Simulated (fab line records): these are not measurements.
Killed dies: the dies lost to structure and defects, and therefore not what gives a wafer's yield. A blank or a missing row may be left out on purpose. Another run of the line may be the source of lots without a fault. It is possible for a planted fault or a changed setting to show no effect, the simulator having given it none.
Which tool did it?    flow nand_harc    24 lots, 72 wafers sampled, at 6 steps of a route of 1159

WHAT THE GAUGES SHOWED, per wafer
NHARC_P_M2_THK_MEAS_24: measures by xrf.
lot   measured      on             thk_nm (nm)
L075  day 6 06:59   film_metro-02  142.2 143.4 143.8
L074  day 6 13:04   film_metro-02  143.5 144.3 144.8
L077  day 6 23:29   film_metro-02  145.5 147.3 144.7
L076  day 7 00:11   film_metro-01  145.5 144.9 142.2
L078  day 7 04:58   film_metro-01  144.4 144.8 144.2
L079  day 7 06:35   film_metro-02  146.0 145.0 144.5
L080  day 8 02:35   film_metro-01  146.5 145.4 146.1
L081  day 8 02:59   film_metro-02  140.6 144.0 143.2
L082  day 8 07:23   film_metro-01  141.7 144.0 142.9
L083  day 8 15:50   film_metro-02  146.3 145.0 145.7
L084  day 8 21:10   film_metro-02  143.3 145.4 143.9
L086  day 9 14:17   film_metro-01  146.0 141.7 146.8
L085  day 9 14:36   film_metro-02  145.8 143.4 143.6
L088  day 9 15:13   film_metro-02  147.0 143.7 143.0
L087  day 9 16:44   film_metro-01  144.8 143.1 143.9
L089  day 9 23:06   film_metro-02  145.0 142.6 145.5
L090  day 10 00:41  film_metro-02  144.2 143.3 145.1
L092  day 10 20:32  film_metro-01  145.2 145.9 146.6
L091  day 10 21:08  film_metro-01  145.8 142.6 145.7
L093  day 10 22:38  film_metro-01  143.6 144.4 143.5
L094  day 11 06:55  film_metro-01  144.2 145.6 144.2
L095  day 11 13:53  film_metro-02  144.7 143.3 144.0
L097  day 11 17:26  film_metro-01  144.6 146.6 144.0
L096  day 11 18:25  film_metro-01  143.1 144.7 145.4

NHARC_A_ONON_D1_THK_MEAS_27: measures by ellipsometry.
lot   measured      on             thk_nm (nm)
L075  day 8 01:26   film_metro-01  1012 1013 1013
L074  day 8 05:14   film_metro-02  990 991 991
L077  day 8 15:31   film_metro-01  994 992 995
L076  day 8 15:30   film_metro-02  1014 1015 1015
L078  day 8 21:21   film_metro-01  1011 1010 1010
L079  day 8 21:21   film_metro-02  995 995 997
L080  day 9 20:02   film_metro-02  1007 1007 1008
L081  day 9 20:02   film_metro-01  992 992 992
L082  day 9 23:34   film_metro-02  1015 1016 1014
L083  day 10 07:23  film_metro-01  990 990 990
L084  day 10 15:50  film_metro-01  1004 1005 1005
L086  day 11 08:17  film_metro-02  1018 1015 1016
L085  day 11 07:55  film_metro-02  1008 1007 1006
L088  day 11 07:54  film_metro-02  1000 1001 1001
L087  day 11 08:16  film_metro-02  992 994 993
L089  day 11 16:18  film_metro-02  1004 1004 1003
L090  day 11 16:18  film_metro-01  1003 1004 1002
L092  day 12 13:50  film_metro-01  1010 1009 1010
L091  day 12 13:59  film_metro-01  1004 1003 1003
L093  day 12 13:50  film_metro-02  996 996 997
L094  day 12 23:40  film_metro-01  991 992 994
L095  day 13 06:20  film_metro-01  1022 1024 1024
L097  day 13 06:23  film_metro-02  993 995 994
L096  day 13 06:22  film_metro-02  988 987 986

NHARC_A_CHANNEL_HOLE_D1_CD_MEAS_18.
lot   measured      on         cd_nm (nm)
L075  day 8 06:32   cd_sem-02  99.8 98.7 100.2
L074  day 8 11:22   cd_sem-03  98.1 98.2 98.5
L077  day 8 20:38   cd_sem-02  97.9 98.2 97.1
L076  day 8 20:58   cd_sem-03  98.9 101.9 98.2
L078  day 9 02:43   cd_sem-03  99.3 97.8 99.5
L079  day 9 04:39   cd_sem-02  97.9 98.1 97.9
L080  day 10 02:05  cd_sem-03  99.6 99.7 98.5
L081  day 10 01:30  cd_sem-02  98.6 99.4 98.7
L082  day 10 05:09  cd_sem-01  98.5 97.6 99.2
L083  day 10 13:28  cd_sem-02  97.9 97.3 101.4
L084  day 10 23:01  cd_sem-01  100.7 99.1 97.4
L086  day 11 15:23  cd_sem-03  96.6 99.8 99.6
L085  day 11 13:28  cd_sem-03  98.1 98.3 98.7
L088  day 11 13:12  cd_sem-01  98.5 98.5 98.7
L087  day 11 15:05  cd_sem-03  100.8 100.4 99.2
L089  day 11 21:54  cd_sem-03  98.3 101.1 101.0
L090  day 11 22:06  cd_sem-03  98.8 99.1 98.1
L092  day 12 18:59  cd_sem-02  96.5 100.4 98.9
L091  day 12 20:29  cd_sem-02  97.9 99.9 96.7
L093  day 12 19:14  cd_sem-01  100.6 99.8 100.2
L094  day 13 04:47  cd_sem-02  98.6 101.0 101.6
L095  day 13 12:03  cd_sem-01  99.8 98.3 99.9
L097  day 13 15:37  cd_sem-02  98.5 101.7 99.4
L096  day 13 13:56  cd_sem-02  101.1 100.4 100.3

WHICH TOOL RAN EACH LOT (tool, then ch and the chambers of the sampled wafers, then the start)
lot   NHARC_P_M2_ETCH_35                  NHARC_P_BONDPAD_ETCH_37             NHARC_A_ZERO_WELL_ETCH_19
L075  rie_diel-10 ch 1,2,3, day 6 04:38   rie_diel-13 ch 0,2, day 6 09:15     rie_diel-04 ch 1,3, day 6 13:29
L074  rie_diel-10 ch 0,1,3, day 6 10:11   rie_diel-09 ch 0,1,2, day 6 15:21   rie_diel-07 ch 0,1,2, day 6 19:30
L077  rie_diel-10 ch 0,1,2, day 6 21:07   rie_diel-13 ch 0,2,3, day 7 01:44   rie_diel-02 ch 0,2,3, day 7 05:44
L076  rie_diel-10 ch 0,1, day 6 21:44     rie_diel-13 ch 0,1,2, day 7 02:27   rie_diel-02 ch 0,1,3, day 7 06:42
L078  rie_diel-08 ch 1,2,3, day 7 02:27   rie_diel-13 ch 0,2,3, day 7 07:22   rie_diel-04 ch 0,3, day 7 11:56
L079  rie_diel-10 ch 0,2,3, day 7 04:14   rie_diel-11 ch 0,2,3, day 7 08:53   rie_diel-07 ch 0,1,3, day 7 12:57
L080  rie_diel-10 ch 1,2,3, day 8 00:14   rie_diel-09 ch 0,2,3, day 8 05:17   rie_diel-02 ch 0,1,2, day 8 09:47
L081  rie_diel-08 ch 0,2,3, day 8 00:37   rie_diel-13 ch 0,2,3, day 8 05:17   rie_diel-07 ch 0,1,3, day 8 10:04
L082  rie_diel-10 ch 0,2,3, day 8 04:56   rie_diel-13 ch 1,2,3, day 8 09:39   rie_diel-02 ch 0,1,3, day 8 13:53
L083  rie_diel-05 ch 1,2,3, day 8 13:24   rie_diel-11 ch 0,1,3, day 8 17:56   rie_diel-04 ch 0,2,3, day 8 21:59
L084  rie_diel-05 ch 1,3, day 8 18:49     rie_diel-13 ch 0,1,2, day 8 23:25   rie_diel-02 ch 0,2, day 9 03:47
L086  rie_diel-05 ch 1,2, day 9 11:49     rie_diel-13 ch 2,3, day 9 16:43     rie_diel-07 ch 0,2, day 9 20:45
L085  rie_diel-10 ch 0,1,3, day 9 12:17   rie_diel-11 ch 0,1, day 9 16:52     rie_diel-02 ch 0,1, day 9 20:49
L088  rie_diel-08 ch 0,2, day 9 12:50     rie_diel-13 ch 1,3, day 9 17:26     rie_diel-04 ch 0,1,2, day 9 21:37
L087  rie_diel-10 ch 0,1,3, day 9 14:22   rie_diel-13 ch 0,1,2, day 9 18:49   rie_diel-07 ch 0,1,3, day 9 22:53
L089  rie_diel-08 ch 0,1,3, day 9 20:40   rie_diel-13 ch 0,1,3, day 10 01:22  rie_diel-04 ch 0,2,3, day 10 05:24
L090  rie_diel-10 ch 1,3, day 9 22:10     rie_diel-13 ch 0,3, day 10 02:49    rie_diel-07 ch 1,2,3, day 10 06:44
L092  rie_diel-10 ch 0,1,2, day 10 18:00  rie_diel-13 ch 0,1,2, day 10 23:06  rie_diel-02 ch 0,2, day 11 03:08
L091  rie_diel-08 ch 2,3, day 10 18:37    rie_diel-13 ch 2,3, day 11 00:13    rie_diel-02 ch 0,2, day 11 04:09
L093  rie_diel-10 ch 0,3, day 10 20:05    rie_diel-13 ch 0,1, day 11 00:59    rie_diel-04 ch 0,3, day 11 05:03
L094  rie_diel-10 ch 0,1,2, day 11 04:26  rie_diel-13 ch 1,2,3, day 11 09:11  rie_diel-02 ch 2,3, day 11 13:13
L095  rie_diel-10 ch 2,3, day 11 11:13    rie_diel-13 ch 0,2,3, day 11 16:25  rie_diel-02 ch 1,2, day 11 20:50
L097  rie_diel-10 ch 0,1,3, day 11 15:07  rie_diel-13 ch 0,1,2, day 11 19:35  rie_diel-07 ch 0,2,3, day 11 23:39
L096  rie_diel-10 ch 1,2,3, day 11 16:01  rie_diel-13 ch 0,1,2, day 11 20:45  rie_diel-07 ch 0,1,3, day 12 00:52
- NHARC_P_M2_ETCH_35: etches the open film in N2/H2, target depth 40 nm, overetch 12 nm, time 43.94 s.
- NHARC_P_BONDPAD_ETCH_37: etches the open film in N2/H2, target depth 60 nm, overetch 18 nm, time 65.91 s.
- NHARC_A_ZERO_WELL_ETCH_19: etches the open film in N2/H2, target depth 80 nm, overetch 24 nm, time 87.88 s.

WHAT THE TOOLS THEMSELVES READ (means of the sampled wafers that have a number; where no wafer has one, the mark that the record gives instead)
NHARC_P_M2_ETCH_35.
lot   tool         drypump_motor_current_A (A)  mfc_ar_sccm (sccm)  oes_product_au (a.u.)  rf_vpp_V (V)  showerhead_plenum_p_Torr (Torr)  throttle_valve_pct (%)
L075  rie_diel-10  6.2                          0.005               0.999                  431.1         2.04                             14.163
L074  rie_diel-10  5.9                          0.011               0.999                  431.4         2.06                             14.173
L077  rie_diel-10  6.1                          0.016               0.993                  431.3         2.05                             14.179
L076  rie_diel-10  5.8                          0.022               0.996                  431.4         2.07                             14.161
L078  rie_diel-08  5.4                          0.014               0.996                  429.6         2.04                             14.176
L079  rie_diel-10  6.0                          0.016               1.001                  430.6         2.03                             14.171
L080  rie_diel-10  6.2                          0.005               0.999                  431.0         2.04                             14.163
L081  rie_diel-08  5.7                          0.007               0.999                  432.2         2.11                             14.179
L082  rie_diel-10  6.0                          0.016               0.998                  430.1         2.03                             14.175
L083  rie_diel-05  5.8                          0.011               0.994                  433.3         2.15                             14.181
L084  rie_diel-05  5.5                          0.006               0.998                  434.0         2.17                             14.166
L086  rie_diel-05  5.9                          0.015               0.996                  433.4         2.13                             14.167
L085  rie_diel-10  5.9                          0.011               0.991                  431.9         2.06                             14.168
L088  rie_diel-08  5.9                          0.004               1.005                  433.3         2.16                             14.183
L087  rie_diel-10  5.9                          0.011               0.994                  431.1         2.06                             14.179
L089  rie_diel-08  5.8                          0.016               1.008                  429.6         2.01                             14.168
L090  rie_diel-10  6.0                          0.001               0.993                  431.5         2.06                             14.168
L092  rie_diel-10  6.1                          0.016               1.006                  430.8         2.05                             14.171
L091  rie_diel-08  5.4                          0.011               0.997                  430.3         2.05                             14.172
L093  rie_diel-10  5.7                          0.022               1.001                  430.9         2.05                             14.174
L094  rie_diel-10  6.1                          0.016               0.994                  431.3         2.05                             14.182
L095  rie_diel-10  6.1                          0.006               0.996                  430.2         2.03                             14.174
L097  rie_diel-10  5.9                          0.011               0.996                  431.0         2.06                             14.178
L096  rie_diel-10  6.2                          0.005               1.002                  430.7         2.04                             14.166

NHARC_P_BONDPAD_ETCH_37.
lot   tool         drypump_motor_current_A (A)  mfc_ar_sccm (sccm)  oes_product_au (a.u.)  rf_vpp_V (V)  showerhead_plenum_p_Torr (Torr)  throttle_valve_pct (%)
L075  rie_diel-13  5.4                          0.021               1.006                  430.9         2.04                             14.168
L074  rie_diel-09  5.0                          0.004               1.007                  430.0         2.04                             14.173
L077  rie_diel-13  5.6                          0.011               1.003                  431.6         2.04                             14.167
L076  rie_diel-13  5.6                          0.019               1.001                  430.9         2.04                             14.165
L078  rie_diel-13  5.6                          0.011               0.999                  430.7         2.04                             14.173
L079  rie_diel-11  6.1                          0.019               0.989                  429.1         2.02                             14.166
L080  rie_diel-09  5.2                          0.004               1.000                  429.3         1.99                             14.170
L081  rie_diel-13  5.6                          0.011               0.996                  429.8         2.04                             14.168
L082  rie_diel-13  5.7                          0.009               1.000                  430.9         2.04                             14.164
L083  rie_diel-11  6.2                          0.024               1.001                  431.4         2.05                             14.167
L084  rie_diel-13  5.5                          0.019               0.993                  430.3         2.04                             14.174
L086  rie_diel-13  5.8                          0.002               0.999                  430.8         2.04                             14.183
L085  rie_diel-11  6.1                          0.027               1.012                  432.6         2.12                             14.174
L088  rie_diel-13  5.9                          0.015               1.001                  431.1         2.08                             14.177
L087  rie_diel-13  5.5                          0.019               0.996                  430.2         2.04                             14.175
L089  rie_diel-13  5.8                          0.017               0.993                  431.9         2.09                             14.173
L090  rie_diel-13  5.8                          0.009               0.998                  431.0         2.09                             14.167
L092  rie_diel-13  5.5                          0.019               0.992                  430.2         2.04                             14.179
L091  rie_diel-13  5.8                          0.002               1.003                  430.9         2.04                             14.161
L093  rie_diel-13  5.7                          0.024               0.992                  431.5         2.08                             14.164
L094  rie_diel-13  5.7                          0.009               0.998                  430.7         2.04                             14.179
L095  rie_diel-13  5.6                          0.011               0.998                  431.3         2.04                             14.174
L097  rie_diel-13  5.5                          0.019               0.996                  430.1         2.04                             14.168
L096  rie_diel-13  5.5                          0.019               0.995                  430.7         2.04                             14.176

NHARC_A_ZERO_WELL_ETCH_19.
lot   tool         drypump_motor_current_A (A)  mfc_ar_sccm (sccm)  oes_product_au (a.u.)  rf_vpp_V (V)  showerhead_plenum_p_Torr (Torr)  throttle_valve_pct (%)
L075  rie_diel-04  5.7                          0.010               1.003                  428.3         1.95                             14.173
L074  rie_diel-07  5.5                          0.018               0.984                  430.8         2.03                             14.177
L077  rie_diel-02  5.7                          0.010               1.012                  432.0         2.08                             14.168
L076  rie_diel-02  5.9                          0.006               0.994                  431.7         2.07                             14.167
L078  rie_diel-04  5.5                          0.004               0.998                  428.4         2.00                             14.168
L079  rie_diel-07  5.2                          0.018               0.996                  431.3         2.04                             14.167
L080  rie_diel-02  5.9                          0.012               1.005                  430.3         2.04                             14.165
L081  rie_diel-07  5.2                          0.018               0.997                  429.8         2.04                             14.167
L082  rie_diel-02  5.9                          0.006               0.994                  431.8         2.07                             14.173
L083  rie_diel-04  5.8                          0.004               1.001                  430.0         2.02                             14.173
L084  rie_diel-02  5.7                          0.016               1.010                  431.2         2.04                             14.164
L086  rie_diel-07  6.1                          0.009               0.986                  432.9         2.12                             14.166
L085  rie_diel-02  5.8                          0.010               1.001                  429.7         2.00                             14.169
L088  rie_diel-04  5.4                          0.002               0.999                  431.8         2.08                             14.176
L087  rie_diel-07  5.2                          0.018               0.995                  430.2         2.04                             14.173
L089  rie_diel-04  5.8                          0.004               1.005                  430.0         2.02                             14.170
L090  rie_diel-07  5.6                          0.009               0.996                  431.9         2.08                             14.173
L092  rie_diel-02  5.5                          0.015               1.003                  430.2         2.01                             14.171
L091  rie_diel-02  5.5                          0.015               0.999                  428.9         2.01                             14.179
L093  rie_diel-04  5.5                          0.004               1.003                  429.2         1.99                             14.169
L094  rie_diel-02  5.8                          0.012               0.999                  431.8         2.11                             14.167
L095  rie_diel-02  6.2                          0.009               0.995                  431.9         2.07                             14.167
L097  rie_diel-07  5.8                          0.009               1.004                  432.6         2.13                             14.173
L096  rie_diel-07  5.2                          0.018               1.007                  430.0         2.04                             14.166

THE ANSWER, worked out from the rows above alone
Rule: the lots themselves supply what counts as usual. The widest of any qualifying gaps counts: lots, ordered by their means at a reading, are off when they make up no more than a third of the lots, leave a main group of 4 or more, and stand apart from it by 3 or more times the standard deviation of that group's means. A main group whose means are all the same, to the digits that the tables above print for the reading, isn't used. A lot without any number at a reading at which 4 lots or more have one is off too. All remaining lots with rows at the step are treated as sound. Order of review: gauges by route order, followed by the tools' own readings, for which a lot's mean as printed above is used. At the first step where some lot is off, the reading lying furthest off is the one used; lots without a number count as furthest.
No lot is off at any reading shown: from this, nothing can be told.

WHAT THE SIMULATOR PUT IN
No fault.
